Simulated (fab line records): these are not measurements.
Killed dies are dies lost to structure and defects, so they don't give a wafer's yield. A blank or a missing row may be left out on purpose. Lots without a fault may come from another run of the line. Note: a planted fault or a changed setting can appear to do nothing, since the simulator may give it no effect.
fab line records ; flow nand_harc ; part 2 of 2: steps 5 to 6 of 6
[record] lots = 21; wafers = 63; last_day = 33
route steps=1302 shown A_STAIRCASE@738
lots that met no fault: taken from a fault-free run of the same line
start_h: hours from the record's opening day to when the first of the lot's shown wafers began ; wait_h: how many hours have passed since the lot's step before this one ; " repeats the value in the row above ; L1.1+2: a row that stands for several wafers ; - no value, or no start given ; * or withheld: withheld ; < > ~ a bound
route shown NAME@n: NAME is a module with steps in the file, n the number in the route of the first one ; usual: the fault-free wafers' mean and standard deviation ; same: alike in all rows ; chamber/n: place in a boat ; sites: the reading at each site ; _std_site: the standard deviation of these ; _edge_site: outer sites' mean less inner sites' ; radius_mm: how far each site lies from the wafer's centre ; mask NAME#n: copy n ; behind: the tool/chamber that last shaped the wafer ; hold: cause of the lot's hold/its duration in hours/its outcome ; device: which transistor (n, p or np) failed to switch ; end of line: the route-end tests of the same wafers ; a step with no rows: only its recipe ; killed: not the wafer's yield, but the dies lost to structure and defects at the first sort ; map: a wafer's dies, x killed, . not, _ none there
set.NAME: the setting that was run; set.NAME@STEP: the one run at that earlier step ; model.NAME: the simulator's own value behind a step, which no gauge read
one table for each step of the route and one row for each wafer, over a sample of lots
services: the hour from which a tool's chamber was out of use, counted from the record's first day as start_h (under 0 if before that day), plus the number of hours and why
[[steps]]
[step NHARC_A_STAIRCASE_DESCUM_270]
[recipe] time_s = 3; o2_flow_sccm = 200; ar_flow_sccm = 0; bias_power_w = 0; chemistry = O2
[usual] drypump_motor_current_A = 5.9/0.34; mfc_ar_sccm = 0.009/0.014; oes_product_au = 1.003/0.01; rf_vpp_V = 57.8/0.83; showerhead_plenum_p_Torr = 1.90/0.082; throttle_valve_pct = 11.311/0.0092
lot.wafer;tool;chamber;start_h;wait_h;drypump_motor_current_A;mfc_ar_sccm;oes_product_au;rf_hours_counter_h;rf_vpp_V;showerhead_plenum_p_Torr;throttle_valve_pct
L074.1;rie_diel-03;3;371.81;-;5.8;0.039;1.020;10;58.8;1.97;11.310
L074.2;rie_diel-03;1;371.81;-;5.9;0;0.988;9;57.3;2.03;11.328
L074.4;rie_diel-03;1;371.81;-;5.9;0;0.987;-;58.2;2.04;11.325
L075.1;rie_diel-03;0;372.05;-;5.9;0.015;0.996;9;56.6;1.90;11.315
L075.3;rie_diel-03;1;372.05;-;5.9;0;0.979;9;59.4;2.03;11.305
L075.4;rie_diel-03;3;372.05;-;5.8;0.039;1.017;-;59.6;1.97;11.315
L076.3;rie_diel-03;2;395.15;-;6.1;0.001;0.995;18;56.3;1.77;11.312
L076.4;rie_diel-03;0;395.15;-;6.0;0.015;1.006;20;57.8;1.90;11.310
L076.2;rie_diel-03;1;395.15;-;6.0;0;0.993;18;58.2;2.03;11.328
L077.1;rie_diel-13;1;410.33;-;5.6;0;1.004;21;58.6;1.91;11.312
L077.6;rie_diel-13;2;410.33;-;6.2;0.027;1.018;-;57.0;1.83;11.320
L077.5;rie_diel-13;3;410.33;-;6.5;0;1.001;-;58.7;1.94;11.319
L078.2;rie_diel-02;1;410.57;-;6.1;0;0.991;2;57.5;2.04;11.308
L078.3;rie_diel-02;2;410.57;-;5.6;0.001;0.993;1;57.7;1.80;11.328
L078.4;rie_diel-02;0;410.57;-;5.6;0;0.990;-;56.4;1.83;11.305
L080.1;rie_diel-13;2;425.40;-;6.2;0.027;1.009;27;57.2;1.83;11.316
L080.2;rie_diel-13;0;425.40;-;5.4;0;0.999;22;56.9;1.86;11.299
L080.5;rie_diel-13;2;425.40;-;6.2;0.027;1.021;-;57.3;1.83;11.317
L079.3;rie_diel-03;3;426.89;-;5.8;0.039;1.007;28;58.1;1.96;11.314
L079.6;rie_diel-03;0;426.89;-;5.9;0.015;1.002;-;58.0;1.89;11.310
L079.5;rie_diel-03;1;426.89;-;5.9;0;1.000;-;57.6;2.03;11.321
L081.3;rie_diel-03;0;445.04;-;6.0;0.015;0.992;32;58.8;1.89;11.298
L081.4;rie_diel-03;2;445.04;-;6.1;0.001;0.996;35;58.3;1.77;11.300
L081.5;rie_diel-03;3;445.04;-;5.8;0.039;1.021;-;58.7;1.96;11.321
L082.2;rie_diel-13;0;449.32;-;5.4;0;1.015;32;57.2;1.86;11.297
L082.1;rie_diel-13;2;449.32;-;6.2;0.027;1.020;38;56.5;1.82;11.302
L082.6;rie_diel-13;0;449.32;-;5.4;0;1.013;-;57.3;1.86;11.320
L083.1;rie_diel-13;1;452.30;-;5.6;0;0.995;28;57.2;1.91;11.298
L083.4;rie_diel-13;0;452.30;-;5.4;0;1.011;33;58.0;1.86;11.312
L083.5;rie_diel-13;1;452.30;-;5.6;0;1.003;-;56.1;1.91;11.318
L085.3;rie_diel-03;0;471.43;-;6.0;0.015;0.996;39;57.4;1.89;11.325
L085.1;rie_diel-03;1;471.43;-;5.9;0;0.998;42;57.7;2.02;11.315
L085.6;rie_diel-03;0;471.43;-;6.0;0.015;1.001;-;58.5;1.89;11.313
L087.3;rie_diel-02;2;492.33;-;5.6;0.001;0.992;19;58.0;1.79;11.312
L087.2;rie_diel-02;0;492.33;-;5.6;0;1.000;32;58.2;1.82;11.299
L087.6;rie_diel-02;3;492.33;-;5.7;0;1.015;-;57.1;1.84;11.322
L088.3;rie_diel-02;3;511.47;-;5.7;0;1.005;29;57.5;1.84;11.307
L088.4;rie_diel-02;2;511.47;-;5.6;0.001;0.990;27;57.2;1.79;11.314
L088.6;rie_diel-02;3;511.47;-;5.7;0;0.997;-;57.8;1.84;11.327
L089.3;rie_diel-02;0;515.46;-;5.6;0;1.002;39;57.2;1.82;11.308
L089.6;rie_diel-02;0;515.46;-;5.6;0;1.007;-;58.0;1.82;11.317
L089.5;rie_diel-02;1;515.46;-;6.1;0;0.995;-;57.0;2.03;11.308
L090.3;rie_diel-03;2;546.26;-;6.1;0.001;1.014;7;59.0;2.07;11.320
L090.1;rie_diel-03;0;546.26;-;6.0;0.015;1.017;9;57.1;1.88;11.325
L090.2;rie_diel-03;1;546.26;-;6.0;0;1.010;8;58.1;2.02;11.325
L091.2;rie_diel-13;1;546.97;-;5.6;0;1.003;5;57.2;1.90;11.315
L091.3;rie_diel-13;0;546.97;-;5.3;0;0.995;5;57.6;1.85;11.316
L091.6;rie_diel-13;1;546.97;-;5.6;0;1.008;-;57.0;1.90;11.303
L093.2;rie_diel-02;2;550.62;-;5.5;0.001;0.984;41;56.5;1.79;11.300
L093.3;rie_diel-02;3;550.62;-;5.7;0;1.020;40;56.4;1.83;11.314
L093.5;rie_diel-02;2;550.62;-;5.6;0.001;0.988;-;58.3;1.79;11.305
L092.3;rie_diel-13;0;555.00;-;5.4;0;1.009;7;57.7;1.85;11.330
L092.4;rie_diel-13;1;555.00;-;5.6;0;0.999;8;56.9;1.90;11.319
L092.5;rie_diel-13;0;555.00;-;5.3;0;1.010;-;58.9;1.85;11.317
L095.3;rie_diel-13;0;575.55;-;5.4;0;1.004;18;56.9;1.85;11.303
L095.6;rie_diel-13;0;575.55;-;5.4;0;1.003;-;58.0;1.85;11.310
L095.5;rie_diel-13;1;575.55;-;5.6;0;1.002;-;57.9;1.90;11.297
L094.1;rie_diel-03;2;576.52;-;6.1;0.001;1.012;19;58.8;2.07;11.294
L094.3;rie_diel-03;0;576.52;-;5.9;0.015;1.025;22;58.5;1.88;11.310
L094.4;rie_diel-03;1;576.52;-;6.0;0;1.014;22;57.5;2.01;11.307
L096.1;rie_diel-13;2;590.21;-;6.2;0.027;1.020;25;56.2;1.81;11.306
L096.3;rie_diel-13;3;590.21;-;6.5;0;0.998;23;58.1;1.92;11.311
L096.5;rie_diel-13;0;590.21;-;5.4;0;1.004;-;59.0;1.85;11.301
[step NHARC_A_STAIRCASE_ETCH_294]
[recipe] target_depth_a = 49890; time_s = 1211.6; ion_energy_ev = 800; c4f8_flow_sccm = 80; o2_flow_sccm = 60; ar_flow_sccm = withheld; rf_w = 600; bias_w = 3000; chemistry = C4F8/O2/Ar
[usual] oes_product_au = 0.935/0.011; rf_vpp_V = 1824/11
lot.wafer;tool;chamber;start_h;wait_h;oes_product_au;rf_hours_counter_h;rf_vpp_V
L075.1;rie_diel-03;1;-;-;0.923;13;1841
L075.3;rie_diel-03;2;-;-;0.913;13;1808
L075.4;rie_diel-03;1;-;-;0.921;-;1841
L074.2;rie_diel-13;0;-;-;0.923;8;1821
L074.1;rie_diel-13;1;-;-;0.941;14;1828
L074.4;rie_diel-13;2;-;-;0.942;13;1816
L076.4;rie_diel-13;3;-;-;0.925;17;1831
L076.3;rie_diel-13;1;-;-;0.934;20;1827
L076.2;rie_diel-13;2;-;-;0.937;19;1815
L077.1;rie_diel-03;2;-;-;0.929;24;1808
L077.5;rie_diel-03;1;-;-;0.921;-;1843
L077.6;rie_diel-03;2;-;-;0.926;-;1808
L078.3;rie_diel-03;3;-;-;0.949;26;1833
L078.2;rie_diel-03;0;-;-;0.935;25;1826
L078.4;rie_diel-03;1;-;-;0.927;26;1842
L080.1;rie_diel-13;1;-;-;0.931;23;1827
L080.2;rie_diel-13;2;-;-;0.948;35;1814
L080.5;rie_diel-13;1;-;-;0.927;-;1827
L079.3;rie_diel-13;3;-;-;0.932;33;1829
L079.5;rie_diel-13;1;-;-;0.924;-;1825
L079.6;rie_diel-13;2;-;-;0.955;-;1816
L081.3;rie_diel-03;1;-;-;0.931;36;1840
L081.4;rie_diel-03;3;-;-;0.947;36;1834
L081.5;rie_diel-03;2;-;-;0.920;-;1808
L082.2;rie_diel-13;1;-;-;0.932;31;1826
L082.1;rie_diel-13;3;-;-;0.933;40;1831
L082.6;rie_diel-13;0;-;-;0.942;-;1820
L083.1;rie_diel-02;0;-;-;0.930;22;1815
L083.4;rie_diel-02;1;-;-;0.922;-;1842
L083.5;rie_diel-02;3;-;-;0.963;-;1818
L085.1;rie_diel-03;0;-;-;0.931;42;1822
L085.3;rie_diel-03;1;-;-;0.934;44;1841
L085.6;rie_diel-03;0;-;-;0.938;-;1825
L087.3;rie_diel-03;0;-;-;0.926;48;1824
L087.2;rie_diel-03;1;-;-;0.938;52;1839
L087.6;rie_diel-03;1;-;-;0.938;-;1839
L088.3;rie_diel-13;1;-;-;0.936;50;1825
L088.4;rie_diel-13;3;-;-;0.916;57;1829
L088.6;rie_diel-13;0;-;-;0.929;-;1819
L089.3;rie_diel-02;3;-;-;0.934;32;1818
L089.6;rie_diel-02;1;-;-;0.921;-;1841
L089.5;rie_diel-02;2;-;-;0.911;-;1811
L090.1;rie_diel-13;3;-;-;0.935;7;1828
L090.2;rie_diel-13;0;-;-;0.948;7;1820
L090.3;rie_diel-13;1;-;-;0.940;7;1826
L091.2;rie_diel-02;2;-;-;0.925;43;1810
L091.3;rie_diel-02;3;-;-;0.957;42;1817
L091.6;rie_diel-02;1;-;-;0.935;-;1841
L093.3;rie_diel-13;2;-;-;0.938;10;1813
L093.2;rie_diel-13;1;-;-;0.922;9;1826
L093.5;rie_diel-13;2;-;-;0.941;-;1815
L092.3;rie_diel-03;2;-;-;0.949;14;1845
L092.4;rie_diel-03;3;-;-;0.946;14;1830
L092.5;rie_diel-03;1;-;-;0.950;-;1840
L095.3;rie_diel-03;1;-;-;0.952;25;1839
L095.6;rie_diel-03;3;-;-;0.938;-;1831
L095.5;rie_diel-03;0;-;-;0.948;-;1823
L094.3;rie_diel-02;1;-;-;0.936;1;1840
L094.4;rie_diel-02;2;-;-;0.928;1;1811
L094.1;rie_diel-02;3;-;-;0.954;1;1815
L096.3;rie_diel-13;2;-;-;0.945;27;1813
L096.1;rie_diel-13;3;-;-;0.932;26;1828
L096.5;rie_diel-13;2;-;-;0.944;-;1814
[[services]]
tool;chamber;start_h;hours;kind
rie_diel-13;-;342.98;9.0;pm
rie_diel-02;0;348.50;-;clean
rie_diel-02;1;348.50;-;clean
rie_diel-02;2;348.50;-;clean
rie_diel-02;3;348.50;-;clean
rie_diel-02;1;355.00;3.3;repair
rie_diel-13;0;366.74;5.3;repair
rie_diel-03;2;369.12;4.0;repair
rie_diel-13;-;369.69;2.0;repair
rie_diel-02;0;373.00;-;clean
rie_diel-03;3;381.88;5.0;repair
rie_diel-02;-;393.83;9.0;pm
rie_diel-02;3;406.93;23.0;repair
rie_diel-03;0;407.06;7.3;repair
rie_diel-13;1;415.40;12.0;repair
rie_diel-13;1;427.60;7.2;repair
rie_diel-03;-;439.30;0.3;repair
rie_diel-02;2;445.54;28.5;repair
rie_diel-13;0;465.15;9.5;repair
rie_diel-03;-;515.03;9.0;pm
rie_diel-13;-;519.98;9.0;pm
rie_diel-13;1;560.85;12.8;repair
rie_diel-02;0;570.31;8.6;repair
rie_diel-02;-;570.87;9.0;pm
